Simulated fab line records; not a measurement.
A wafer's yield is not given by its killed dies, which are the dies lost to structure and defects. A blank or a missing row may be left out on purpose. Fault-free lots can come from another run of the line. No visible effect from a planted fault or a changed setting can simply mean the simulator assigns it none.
Chamber matching + flow nand_harc + NHARC_A_SLIT_DEP_23 on pecvd-01: 3 sister chambers
The step deposits SiON, target thk 100 nm. 6 wafers are shown with their chamber, then 8 later ones without.

== WAFERS, EACH WITH ITS CHAMBER ==
| wafer  | chamber | heater_power_w (W) | susceptor_temp_C (C) |
|--------|---------|--------------------|----------------------|
| L080.2 | 0       | 698                | 400.10               |
| L080.5 | 0       | 705                | 399.76               |
| L079.5 | 1       | 602                | 400.07               |
| L082.2 | 1       | 662                | 400.33               |
| L082.6 | 2       | 738                | 400.64               |
| L084.1 | 2       | 650                | 400.09               |

== WAFERS WHOSE CHAMBER IS MISSING ==
| wafer  | heater_power_w (W) | susceptor_temp_C (C) |
|--------|--------------------|----------------------|
| L084.5 | 650                | 399.78               |
| L084.6 | 703                | 399.80               |
| L085.2 | 760                | 400.17               |
| L085.3 | 708                | 400.16               |
| L085.4 | 608                | 400.35               |
| L086.3 | 640                | 400.60               |
| L086.4 | 660                | 400.65               |
| L086.6 | 572                | 399.92               |

== WHICH CHAMBER EACH ONE RAN IN ==
| wafer  | from the rows above          | in truth |
|--------|------------------------------|----------|
| L084.5 | can't be placed: 0 or 1 or 2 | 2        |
| L084.6 | can't be placed: 0 or 2 or 1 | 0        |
| L085.2 | can't be placed: 0 or 2 or 1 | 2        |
| L085.3 | can't be placed: 2 or 0 or 1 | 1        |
| L085.4 | can't be placed: 1 or 2 or 0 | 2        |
| L086.3 | can't be placed: 1 or 2 or 0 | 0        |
| L086.4 | can't be placed: 2 or 1 or 0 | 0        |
| L086.6 | can't be placed: 1 or 0 or 2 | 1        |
0 of 8 placed correctly. These rows do not allow placing 8 (true chamber among the candidates in 8). 0 placed wrongly.
How it was worked out, from the rows above alone: a wafer's distance from a chamber is the root of the sum, over the readings, of the square of ((its reading less the chamber's mean) divided by the reading's scatter). The wafer belongs to the nearest chamber; if the next one is less than 2 further off, it can't be placed. A chamber's mean is the mean of its shown wafers. The scatter is the square root of a quotient: the sum, over the shown wafers, of each reading's squared deviation from its chamber's mean, divided by wafers minus chambers.
